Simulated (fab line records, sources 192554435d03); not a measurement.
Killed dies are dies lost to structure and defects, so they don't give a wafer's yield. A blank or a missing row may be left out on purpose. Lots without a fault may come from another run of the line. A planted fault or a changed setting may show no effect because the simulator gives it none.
Chamber matching | flow n5_finfet | N5_BEOL_M1_CO_CAP_55 on cvd_co-02: 3 sister chambers
The step material Co, precursor CCTBA/H2, target thk 2 nm, time 102.1 s. 3 wafers are shown with their chamber, then 12 later ones without.

WAFERS WITH THEIR CHAMBER
wafer  | chamber | heater_power_w (W)
L090.2 | 0       | 240
L090.3 | 1       | 252
L090.5 | 2       | 251

WAFERS WITHOUT THEIR CHAMBER
wafer  | heater_power_w (W)
L092.2 | 262
L092.4 | 253
L092.5 | 235
L095.1 | 261
L095.4 | 252
L095.6 | 241
L097.3 | 248
L097.5 | 257
L097.6 | 245
L091.3 | 256
L091.4 | 257
L091.5 | 251

WHICH CHAMBER EACH WENT THROUGH
wafer  | from the rows above          | in truth
L092.2 | can't be placed: 1 or 2      | 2
L092.4 | can't be placed: 1 or 2      | 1
L092.5 | 0                            | 0
L095.1 | can't be placed: 1 or 2      | 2
L095.4 | can't be placed: 1 or 2      | 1
L095.6 | can't be placed: 0 or 2 or 1 | 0
L097.3 | can't be placed: 2 or 1 or 0 | 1
L097.5 | can't be placed: 1 or 2      | 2
L097.6 | can't be placed: 0 or 2 or 1 | 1
L091.3 | can't be placed: 1 or 2      | 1
L091.4 | can't be placed: 1 or 2      | 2
L091.5 | can't be placed: 2 or 1      | 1
Placed correctly: 1 of 12. Can't be placed from these rows: 11 (the true chamber is among the candidates in 11). Placed wrongly: 0.
How it was worked out, from the rows above alone: a wafer's distance from a chamber is the root of the sum, over the readings, of the square of ((its reading less the chamber's mean) divided by the reading's scatter). The wafer belongs to the nearest chamber; if the next one is less than 2 further off, it can't be placed. A chamber's mean is the mean of its shown wafers. The scatter: with one shown wafer a chamber, the root of the mean of the squares of how far each hidden wafer lies from its nearest shown one.
